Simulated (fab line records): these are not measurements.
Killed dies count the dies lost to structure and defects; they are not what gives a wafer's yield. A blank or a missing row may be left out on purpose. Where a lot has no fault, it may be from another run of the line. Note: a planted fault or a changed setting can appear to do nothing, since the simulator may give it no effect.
Chamber matching || flow nandHarc || NHARC_P_CONTACT_CMP_24 on cmp-04: 4 sister chambers
The step polishes, t overpolish 30 s, target thk 200 nm. 8 wafers are shown with their chamber, then 11 later ones without.

WAFERS WITH THEIR CHAMBER
{"wafer": "L082.1", "chamber": 1, "motorCurrentA (A)": 12.4, "timeToEndpointS (s)": 35}
{"wafer": "L085.2", "chamber": 0, "motorCurrentA (A)": 11.3, "timeToEndpointS (s)": 39}
{"wafer": "L085.3", "chamber": 3, "motorCurrentA (A)": 12.8, "timeToEndpointS (s)": 39}
{"wafer": "L085.6", "chamber": 1, "motorCurrentA (A)": 13.2, "timeToEndpointS (s)": 34}
{"wafer": "L089.1", "chamber": 0, "motorCurrentA (A)": 11.1, "timeToEndpointS (s)": 41}
{"wafer": "L089.3", "chamber": 3, "motorCurrentA (A)": 13.5, "timeToEndpointS (s)": 41}
{"wafer": "L089.4", "chamber": 2, "motorCurrentA (A)": 11.4, "timeToEndpointS (s)": 43}
{"wafer": "L090.3", "chamber": 2, "motorCurrentA (A)": 11.4, "timeToEndpointS (s)": 40}

WAFERS WITHOUT THEIR CHAMBER
{"wafer": "L090.5", "motorCurrentA (A)": 11.1, "timeToEndpointS (s)": 40}
{"wafer": "L090.6", "motorCurrentA (A)": 12.4, "timeToEndpointS (s)": 35}
{"wafer": "L092.3", "motorCurrentA (A)": 13.1, "timeToEndpointS (s)": 39}
{"wafer": "L092.4", "motorCurrentA (A)": 12.5, "timeToEndpointS (s)": 35}
{"wafer": "L092.6", "motorCurrentA (A)": 13.5, "timeToEndpointS (s)": 33}
{"wafer": "L093.1", "motorCurrentA (A)": 11.0, "timeToEndpointS (s)": 39}
{"wafer": "L093.3", "motorCurrentA (A)": 12.9, "timeToEndpointS (s)": 33}
{"wafer": "L093.4", "motorCurrentA (A)": 11.3, "timeToEndpointS (s)": 38}
{"wafer": "L097.1", "motorCurrentA (A)": 12.6, "timeToEndpointS (s)": 40}
{"wafer": "L097.3", "motorCurrentA (A)": 12.5, "timeToEndpointS (s)": 33}
{"wafer": "L097.6", "motorCurrentA (A)": 11.1, "timeToEndpointS (s)": 43}

EACH ONE'S CHAMBER
{"wafer": "L090.5", "from the rows above": "can't be placed: 0 or 2", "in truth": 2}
{"wafer": "L090.6", "from the rows above": 1, "in truth": 1}
{"wafer": "L092.3", "from the rows above": 3, "in truth": 3}
{"wafer": "L092.4", "from the rows above": 1, "in truth": 1}
{"wafer": "L092.6", "from the rows above": 1, "in truth": 1}
{"wafer": "L093.1", "from the rows above": "can't be placed: 0 or 2", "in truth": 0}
{"wafer": "L093.3", "from the rows above": 1, "in truth": 1}
{"wafer": "L093.4", "from the rows above": "can't be placed: 0 or 2", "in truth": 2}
{"wafer": "L097.1", "from the rows above": "can't be placed: 3 or 2", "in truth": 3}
{"wafer": "L097.3", "from the rows above": 1, "in truth": 1}
{"wafer": "L097.6", "from the rows above": "can't be placed: 2 or 0", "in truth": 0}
Correctly placed: 6 of 11. These rows do not allow placing 5 (true chamber among the candidates in 5). Placed wrongly: 0.
How it was worked out, from the rows above alone: a wafer's distance from a chamber is the root of the sum, over the readings, of the square of ((its reading less the chamber's mean) divided by the reading's scatter). The wafer belongs to the nearest chamber; if the next one is less than 2 further off, it can't be placed. For every chamber, the mean is computed from those of its wafers that are shown. How the scatter is found: for the shown wafers, subtract from each reading the mean of its chamber, square and add these, divide the total by (wafers less chambers), then take the root.
